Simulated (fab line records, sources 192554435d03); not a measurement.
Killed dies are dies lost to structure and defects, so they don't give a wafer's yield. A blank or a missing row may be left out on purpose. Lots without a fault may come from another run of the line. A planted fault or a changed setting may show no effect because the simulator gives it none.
Split-lot experiment | flow n5_finfet | 7 lots, 39 wafers read, on a route of 1938 steps

THE SPLIT
At N5_DUMMY_GATE_ETCH_32 (etches SiO2 in CF4, target depth 3.5 nm, time 3.9 s), the setting time_s was moved away from the recipe's 3.9 s on 15 of the 39 wafers read, by -17.5% to -13.0%. The other wafers ran this setting at the recipe's value.

The reading is taken at the split's own step.

THE READING
etch.depth_nm (the simulator's own value, which no gauge read), in nm, at N5_DUMMY_GATE_ETCH_32 (etches SiO2 in CF4, target depth 3.5 nm, time 3.9 s). The file gives no usual value for it. The 24 wafers here that ran the recipe average 3.470 nm, standard deviation 0.037 nm.

wafer  | tool, chamber at the split | time_s as run, s | against the recipe | etch.depth_nm, nm | against lot-mates on the recipe
L080.1 | rie_si-01, 3               | 3.9              | recipe             | 3.512             | -
L080.3 | rie_si-01, 0               | 3.9              | recipe             | 3.465             | -
L080.5 | rie_si-01, 3               | 3.9              | recipe             | 3.495             | -
L082.1 | rie_si-03, 1               | 3.9              | recipe             | 3.458             | -
L082.2 | rie_si-03, 3               | 3.392            | -13.0%             | 3.063             | -0.381
L082.3 | rie_si-03, 0               | 3.392            | -13.0%             | 3.062             | -0.382
L082.4 | rie_si-03, 2               | 3.9              | recipe             | 3.443             | -
L082.5 | rie_si-03, 1               | 3.9              | recipe             | 3.432             | -
L082.6 | rie_si-03, 2               | 3.392            | -13.0%             | 3.005             | -0.439
L085.1 | rie_si-01, 1               | 3.9              | recipe             | 3.488             | -
L085.2 | rie_si-01, 0               | 3.263            | -16.3%             | 2.888             | -0.589
L085.3 | rie_si-01, 3               | 3.9              | recipe             | 3.484             | -
L085.4 | rie_si-01, 1               | 3.263            | -16.3%             | 2.93              | -0.547
L085.5 | rie_si-01, 3               | 3.263            | -16.3%             | 2.898             | -0.579
L085.6 | rie_si-01, 0               | 3.9              | recipe             | 3.458             | -
L086.1 | rie_si-01, 0               | 3.9              | recipe             | 3.437             | -
L086.2 | rie_si-01, 3               | 3.9              | recipe             | 3.46              | -
L086.3 | rie_si-01, 1               | 3.9              | recipe             | 3.48              | -
L086.4 | rie_si-01, 3,1             | 3.9              | recipe             | 3.508             | -
L086.6 | rie_si-01, 3,1             | 3.9              | recipe             | 3.508             | -
L086.5 | rie_si-01, 0               | 3.9              | recipe             | 3.446             | -
L090.1 | rie_si-03, 3               | 3.9              | recipe             | 3.52              | -
L090.2 | rie_si-03, 1               | 3.9              | recipe             | 3.441             | -
L090.3 | rie_si-03, 0               | 3.9              | recipe             | 3.556             | -
L090.4 | rie_si-03, 2               | 3.217            | -17.5%             | 2.835             | -0.671
L090.5 | rie_si-03, 0               | 3.217            | -17.5%             | 2.938             | -0.568
L090.6 | rie_si-03, 3               | 3.217            | -17.5%             | 2.889             | -0.617
L095.1 | rie_si-03, 3               | 3.9              | recipe             | 3.532             | -
L095.2 | rie_si-03, 1               | 3.235            | -17.1%             | 2.879             | -0.592
L095.3 | rie_si-03, 0               | 3.235            | -17.1%             | 2.912             | -0.559
L095.4 | rie_si-03, 2               | 3.235            | -17.1%             | 2.871             | -0.600
L095.5 | rie_si-03, 2               | 3.9              | recipe             | 3.457             | -
L095.6 | rie_si-03, 1               | 3.9              | recipe             | 3.423             | -
L097.1 | rie_si-03, 0               | 3.334            | -14.5%             | 3.007             | -0.422
L097.2 | rie_si-03, 1               | 3.9              | recipe             | 3.434             | -
L097.3 | rie_si-03, 3               | 3.334            | -14.5%             | 2.986             | -0.443
L097.4 | rie_si-03, 2               | 3.9              | recipe             | 3.425             | -
L097.5 | rie_si-03, 1               | 3.9              | recipe             | 3.427             | -
L097.6 | rie_si-03, 2               | 3.334            | -14.5%             | 2.981             | -0.448
Where a row lists several chambers, the file gives one row for several wafers and doesn't say which wafer went through which chamber.

THE FIT
A straight line over all 39 wafers: etch.depth_nm changes by +0.0337 nm for each +1% of time_s; r = +0.99; the points scatter about the line by 0.034 nm.
The same after taking each lot's own level away (the mean of its wafers on the recipe; 39 wafers): +0.0336 nm for each +1%; r = +0.99; scatter 0.035 nm.
On that fit, the largest move of time_s shifts the reading by 0.59 nm.
The lots' own levels span 3.4287 to 3.5057 nm, that is 2.1 times the standard deviation above.
So the lot-to-lot level changes the slope little: the two slopes agree.
Check: with one of the wafers moved furthest among these (-17.5%) left out of the fit, the line predicts -0.579 nm for it against its lot-mates. It came out at -0.671 nm against them.

OTHER SPLITS ON THESE WAFERS
These wafers also went through other splits before the reading. Each is held against what the fit with the lots' levels taken away leaves over:
other split on the same wafers       | wafers away from the commonest value | r with etch.depth_nm (lot level and that fit taken away)
N5_WELL_APT_EXPOSE_22 dose_mj        | 18                                   | +0.13
N5_DUMMY_GATE_ETCH_37 source_w       | 15                                   | +0.09
N5_DUMMY_GATE_ETCH_31 target_depth_a | 15                                   | -0.10

THE FILE'S OWN FIT
etch.depth_nm changes by +0.0335 nm for each +1% of time_s, r = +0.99.
